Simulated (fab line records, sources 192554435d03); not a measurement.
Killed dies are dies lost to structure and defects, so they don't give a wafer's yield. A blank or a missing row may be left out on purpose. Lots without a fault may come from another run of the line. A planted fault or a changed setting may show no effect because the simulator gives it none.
Split-lot experiment | flow n5_finfet | 7 lots, 39 wafers read, on a route of 1938 steps

THE SPLIT
At N5_FIN_SAQP_HM_DEP_03 (deposits SiNx from SiH4/NH3/N2, target thk 38 nm, time 33.6 s), the setting time_s was moved away from the recipe's 33.6 s on 12 of the 39 wafers read, by -10.3% to +11.0%. The other wafers ran this setting at the recipe's value.

FROM THE SPLIT TO THE READING: what the file shows between them, 8 steps
- N5_FIN_SAQP_THK_MEAS_05
- N5_FIN_SAQP_PECVD_47: deposits a-Si from SiH4/He, target thk 45 nm, time 36.3 s
- N5_FIN_SAQP_PECVD_48: deposits SiNx from SiH4/NH3/N2, target thk 25 nm, time 22.1 s
- N5_FIN_SAQP_MANDREL2_REMOVE_60: chemistry HBr/Cl2/O2, target a-Si, stops on SiNx, bt time 10 s
- N5_FIN_SAQP_HM_OPEN_33: chemistry CH3F/O2, target SiNx, target depth 49.4 nm, time 70.6 s
- N5_FIN_SAQP_ETCH_34: etches SiO2 in C4F6/O2, target depth 45 nm, time 15 s
- N5_FIN_SAQP_STRIP_77: strips in N2/H2, time 90 s
- N5_FIN_SAQP_ETCH_64: etches SiO2 in CF4, target depth 1.5 nm

THE READING
SiNx_of_FIN_SAQP_HM_DEP_03.thk_nm (the simulator's own value, which no gauge read), in nm, at N5_FIN_SAQP_FIN_ETCH_36 (etches the open film in HBr/Cl2/O2, target depth 120 nm, time 50.4 s). The file gives no usual value for it. The 27 wafers here that ran the recipe average 21.1 nm, standard deviation 0.52 nm.

wafer  | tool, chamber at the split | time_s as run, s | against the recipe | SiNx_of_FIN_SAQP_HM_DEP_03.thk_nm, nm | against lot-mates on the recipe
L078.1 | pecvd-03, 0                | 33.6             | recipe             | 20.4                                  | -
L078.2 | pecvd-03, 1                | 37.3             | +11.0%             | 25.2                                  | +4.3
L078.3 | pecvd-03, 2                | 33.6             | recipe             | 21                                    | -
L078.4 | pecvd-03, 1                | 37.3             | +11.0%             | 25.4                                  | +4.5
L078.5 | pecvd-03, 2                | 37.3             | +11.0%             | 25.4                                  | +4.5
L078.6 | pecvd-03, 0                | 33.6             | recipe             | 21.2                                  | -
L083.1 | pecvd-01, 0                | 33.6             | recipe             | 20.6                                  | -
L083.2 | pecvd-01, 1                | 33.6             | recipe             | 21.4                                  | -
L083.3 | pecvd-01, 2                | 31.07            | -7.5%              | 17.4                                  | -3.7
L083.4 | pecvd-01, 2                | 31.07            | -7.5%              | 18                                    | -3.1
L083.5 | pecvd-01, 1                | 31.07            | -7.5%              | 19.4                                  | -1.7
L083.6 | pecvd-01, 0                | 33.6             | recipe             | 21.2                                  | -
L087.1 | pecvd-01, 0                | 33.6             | recipe             | 21.2                                  | -
L087.2 | pecvd-01, 2                | 33.6             | recipe             | 20.2                                  | -
L087.3 | pecvd-01, 1                | 30.13            | -10.3%             | 16.8                                  | -4.3
L087.5 | pecvd-01, 2                | 30.13            | -10.3%             | 16.8                                  | -4.3
L087.4 | pecvd-01, 0                | 30.13            | -10.3%             | 17                                    | -4.1
L087.6 | pecvd-01, 1                | 33.6             | recipe             | 21.8                                  | -
L089.1 | pecvd-01, 1                | 33.6             | recipe             | 20.8                                  | -
L089.3 | pecvd-01, 0                | 33.6             | recipe             | 20.8                                  | -
L089.4 | pecvd-01, 1                | 33.6             | recipe             | 20.8                                  | -
L089.6 | pecvd-01, 0                | 33.6             | recipe             | 20.8                                  | -
L089.2 | pecvd-01, 2                | 33.6             | recipe             | 21.2                                  | -
L089.5 | pecvd-01, 2                | 33.6             | recipe             | 21.4                                  | -
L092.1 | pecvd-03, 1                | 33.6             | recipe             | 19.8                                  | -
L092.2 | pecvd-03, 2                | 33.6             | recipe             | 21.2                                  | -
L092.4 | pecvd-03, 2                | 33.6             | recipe             | 21.2                                  | -
L092.3 | pecvd-03, 0                | 33.6             | recipe             | 21                                    | -
L092.5 | pecvd-03, 0                | 33.6             | recipe             | 22                                    | -
L092.6 | pecvd-03, 1                | 33.6             | recipe             | 21.4                                  | -
L094.1 | pecvd-01, 0                | 33.6             | recipe             | 21.2                                  | -
L094.3 | pecvd-01, 1                | 33.6             | recipe             | 20.6                                  | -
L094.6 | pecvd-01, 2                | 33.6             | recipe             | 21.8                                  | -
L097.1 | pecvd-03, 2                | 37.06            | +10.3%             | 25.6                                  | +3.9
L097.2 | pecvd-03, 1                | 33.6             | recipe             | 21.4                                  | -
L097.3 | pecvd-03, 0                | 37.06            | +10.3%             | 25                                    | +3.3
L097.4 | pecvd-03, 1                | 37.06            | +10.3%             | 25.8                                  | +4.1
L097.5 | pecvd-03, 0                | 33.6             | recipe             | 22                                    | -
L097.6 | pecvd-03, 2                | 33.6             | recipe             | 21.8                                  | -

THE FIT
A straight line over all 39 wafers: SiNx_of_FIN_SAQP_HM_DEP_03.thk_nm changes by +0.401 nm for each +1% of time_s; r = +0.97; the points scatter about the line by 0.53 nm.
The same after taking each lot's own level away (the mean of its wafers on the recipe; 39 wafers): +0.389 nm for each +1%; r = +0.98; scatter 0.49 nm.
On that fit, the largest move of time_s shifts the reading by 4.3 nm.
The lots' own levels span 20.87 to 21.73 nm, that is 1.7 times the standard deviation above.
So the lot-to-lot level changes the slope little: the two slopes agree.
Check: with one of the wafers moved furthest among these (+11.0%) left out of the fit, the line predicts +4.27 nm for it against its lot-mates. It came out at +4.33 nm against them.

THE WHOLE CHAIN: every reading that the file lists as answering this split, in the file's order
step                    | what it does                                                         | reading                                                                            | change (the file's fit)               | r (the file's)
N5_FIN_SAQP_HM_DEP_03   | deposits SiNx from SiH4/NH3/N2, target thk 38 nm, time 33.6 s        | SiNx_of_FIN_SAQP_HM_DEP_03.thk_nm (the simulator's own value, which no gauge read) | +0.383 nm for each +1% of the setting | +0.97
N5_FIN_SAQP_THK_MEAS_05 |                                                                      | thk_nm                                                                             | withheld for each +1% of the setting  | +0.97
N5_FIN_SAQP_HM_OPEN_33  | chemistry CH3F/O2, target SiNx, target depth 49.4 nm, time 70.6 s    | etch_rf_on_time_s                                                                  | withheld for each +1% of the setting  | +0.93
N5_FIN_SAQP_HM_OPEN_33  | chemistry CH3F/O2, target SiNx, target depth 49.4 nm, time 70.6 s    | etch.depth_nm (the simulator's own value, which no gauge read)                     | +0.381 nm for each +1% of the setting | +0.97
N5_FIN_SAQP_FIN_ETCH_36 | etches the open film in HBr/Cl2/O2, target depth 120 nm, time 50.4 s | SiNx_of_FIN_SAQP_HM_DEP_03.thk_nm (the simulator's own value, which no gauge read) | +0.389 nm for each +1% of the setting | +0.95

THE FILE'S OWN FIT
SiNx_of_FIN_SAQP_HM_DEP_03.thk_nm changes by +0.389 nm for each +1% of time_s, r = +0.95.
